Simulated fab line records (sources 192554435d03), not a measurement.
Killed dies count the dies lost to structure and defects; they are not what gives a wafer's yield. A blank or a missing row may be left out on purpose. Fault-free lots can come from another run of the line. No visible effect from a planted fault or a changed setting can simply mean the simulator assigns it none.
Split-lot study ; flow n5-finfet ; 39 wafers read across 7 lots, on a route 1938 steps long

## THE SPLIT ITSELF
At N5_BEOL_M11_DESCUM_16 (chemistry O2, time 7.9 s), the setting time-s was moved away from the recipe's 7.9 s on 9 of the 39 wafers read, by -33.4% to +48.9%. All remaining wafers had this setting at the recipe value.

There is no step in the file separating the split from the reading.

## THE READING
CAR-ArF_of_BEOL_M11_COAT_05.thk-nm (the simulator's own value, which no gauge read), in nm, at N5_BEOL_M11_ETCH_61 (etches SiARC in CF4, target depth 39 nm, time 65 s). No usual value for it is given in the file. Average 55.2 nm, standard deviation 0.24 nm, over the 30 wafers here run with the recipe.

wafer;tool, chamber at the split;time-s as run, s;against the recipe;CAR-ArF_of_BEOL_M11_COAT_05.thk-nm, nm;against lot-mates on the recipe
L077.1;rie-diel-03, 0,2,3,3;7.9;recipe;55.4;-
L077.2;rie-diel-03, 0,2,3,3;7.9;recipe;55.4;-
L077.4;rie-diel-03, 0,2,3,3;7.9;recipe;55.4;-
L077.6;rie-diel-03, 0;7.9;recipe;55.4;-
L077.3;rie-diel-03, 1;7.9;recipe;55;-
L077.5;rie-diel-03, 0,2,3,3;7.9;recipe;55.2;-
L079.1;rie-diel-03, 2,0;7.9;recipe;55.4;-
L079.2;rie-diel-03, 2,0;7.9;recipe;55.4;-
L079.6;rie-diel-03, 0;7.9;recipe;55.4;-
L079.3;rie-diel-03, 1;11.21;+41.9%;53.4;-2.0
L079.5;rie-diel-03, 3;11.21;+41.9%;53.4;-2.0
L079.4;rie-diel-03, 3;11.21;+41.9%;53.6;-1.8
L081.1;rie-diel-02, 2;7.9;recipe;55.4;-
L081.5;rie-diel-02, 3;7.9;recipe;55.4;-
L081.2;rie-diel-02, 3,0,1,0;7.9;recipe;55;-
L081.6;rie-diel-02, 3,0,1,0;7.9;recipe;55;-
L081.3;rie-diel-02, 3,0,1,0;7.9;recipe;55.2;-
L081.4;rie-diel-02, 3,0,1,0;7.9;recipe;55.2;-
L086.3;rie-diel-03, 0;7.9;recipe;55.2;-
L086.4;rie-diel-03, 3;7.9;recipe;55;-
L086.6;rie-diel-03, 0;7.9;recipe;55;-
L087.1;rie-diel-02, 2;7.9;recipe;55.6;-
L087.2;rie-diel-02, 1;7.9;recipe;55.2;-
L087.3;rie-diel-02, 0;7.9;recipe;55;-
L087.4;rie-diel-02, 3;5.265;-33.4%;57;+1.7
L087.5;rie-diel-02, 0;5.265;-33.4%;56.6;+1.3
L087.6;rie-diel-02, 3;5.265;-33.4%;56.8;+1.5
L088.1;rie-diel-03, 3,2,3,2;7.9;recipe;55;-
L088.4;rie-diel-03, 3,2,3,2;7.9;recipe;55;-
L088.5;rie-diel-03, 3,2,3,2;7.9;recipe;55;-
L088.6;rie-diel-03, 3,2,3,2;7.9;recipe;55;-
L088.2;rie-diel-03, 0;7.9;recipe;54.8;-
L088.3;rie-diel-03, 1;7.9;recipe;55.2;-
L097.1;rie-diel-03, 3;11.76;+48.9%;53.2;-2.5
L097.2;rie-diel-03, 1;11.76;+48.9%;53;-2.7
L097.3;rie-diel-03, 2;11.76;+48.9%;53.4;-2.3
L097.4;rie-diel-03, 0;7.9;recipe;55.6;-
L097.6;rie-diel-03, 3;7.9;recipe;55.6;-
L097.5;rie-diel-03, 2;7.9;recipe;55.8;-
Rows listing several chambers each stand for several wafers; the file does not say which wafer went through which chamber.

THE FIT
A straight line over all 39 wafers: CAR-ArF_of_BEOL_M11_COAT_05.thk-nm changes by -0.0432 nm for each +1% of time-s; r = -0.97; the points scatter about the line by 0.23 nm.
The same after taking each lot's own level away (the mean of its wafers on the recipe; 39 wafers): -0.048 nm for each +1%; r = -0.99; scatter 0.15 nm.
Per that fit: largest time-s move, reading shift of 2.3 nm.
From 55.00 to 55.67 nm: that is the span of the lots' own levels, equal to 2.8 times the standard deviation above.
Hence the lot-to-lot level has little effect on the slope; both slopes agree.
Check: -2.33 nm against its lot-mates is what the line predicts for one of the wafers moved furthest among these (+48.9%) when that wafer is left out of the fit. Against them it came out at -2.47 nm.

## THE WHOLE CHAIN: every reading that the file lists as answering this split, in the file's order
step;what it does;reading;change (the file's fit);r (the file's)
N5_BEOL_M11_DESCUM_16;chemistry O2, time 7.9 s;CAR-ArF_of_BEOL_M11_COAT_05.thk-nm (the simulator's own value, which no gauge read);-0.0468 nm for each +1% of the setting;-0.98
N5_BEOL_M11_ETCH_61;etches SiARC in CF4, target depth 39 nm, time 65 s;CAR-ArF_of_BEOL_M11_COAT_05.thk-nm (the simulator's own value, which no gauge read);-0.0481 nm for each +1% of the setting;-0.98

## THE FILE'S OWN FIT
CAR-ArF_of_BEOL_M11_COAT_05.thk-nm changes by -0.0481 nm for each +1% of time-s, r = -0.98.
